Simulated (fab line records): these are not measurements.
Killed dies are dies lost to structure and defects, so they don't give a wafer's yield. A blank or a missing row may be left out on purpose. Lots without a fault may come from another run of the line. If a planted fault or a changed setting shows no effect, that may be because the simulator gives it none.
Chamber matching ; flow nand harc ; rie diel-13 running NHARC_A_STAIRCASE_TRIM_187: 3 sister chambers
The step chemistry O2, time 211.2 s. 14 wafers are shown with their chamber, then 4 later ones without.

## WAFERS PAIRED WITH THEIR CHAMBERS
wafer;chamber;drypump motor current A (A);showerhead plenum p Torr (Torr);oes product au (a.u.)
L762.1;2;5.9;3.56;0.993
L762.5;2;6.0;3.56;0.981
L762.6;3;6.6;3.39;0.991
L767.3;2;6.0;3.54;1.004
L767.5;3;6.6;3.38;0.997
L767.6;1;6.4;3.29;0.996
L768.1;3;6.6;3.38;0.995
L768.4;1;6.4;3.29;1.002
L768.5;2;6.0;3.54;0.995
L769.3;1;6.4;3.29;1.006
L769.4;1;6.4;3.29;1.000
L769.5;2;6.0;3.54;1.004
L773.3;3;6.6;3.37;0.992
L773.5;3;6.6;3.37;0.993

SIGNATURES, as means of the wafers listed above
reading;chamber 1;chamber 2;chamber 3;scatter within a chamber
drypump motor current A;6.400;5.980;6.600;0.027
showerhead plenum p Torr;3.2900;3.5480;3.3780;0.00831
oes product au;1.00100;0.99540;0.99360;0.0063
Rule: a wafer lies at a distance from a chamber equal to the root of the sum of squares, over the readings, of (its reading less the chamber's mean, divided by the reading's scatter). If the next closest chamber is less than 2 further off than the closest, the wafer can't be placed; otherwise it belongs to the closest. The scatter is the square root of a quotient: the sum, over the shown wafers, of each reading's squared deviation from its chamber's mean, divided by wafers minus chambers.

## WAFERS WITHOUT THEIR CHAMBER
wafer;drypump motor current A (A);showerhead plenum p Torr (Torr);oes product au (a.u.)
L779.2;6.0;3.53;0.996
L779.3;6.6;3.36;1.004
L779.5;6.5;3.28;1.015
L783.6;6.4;3.80;0.996

## EACH ONE'S CHAMBER
wafer;from the rows above;in truth
L779.2;2;2
L779.3;3;3
L779.5;1;1
L783.6;2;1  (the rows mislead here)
Placed correctly: 3 of 4. Left unplaced by these rows: 0. Number placed wrongly: 1.
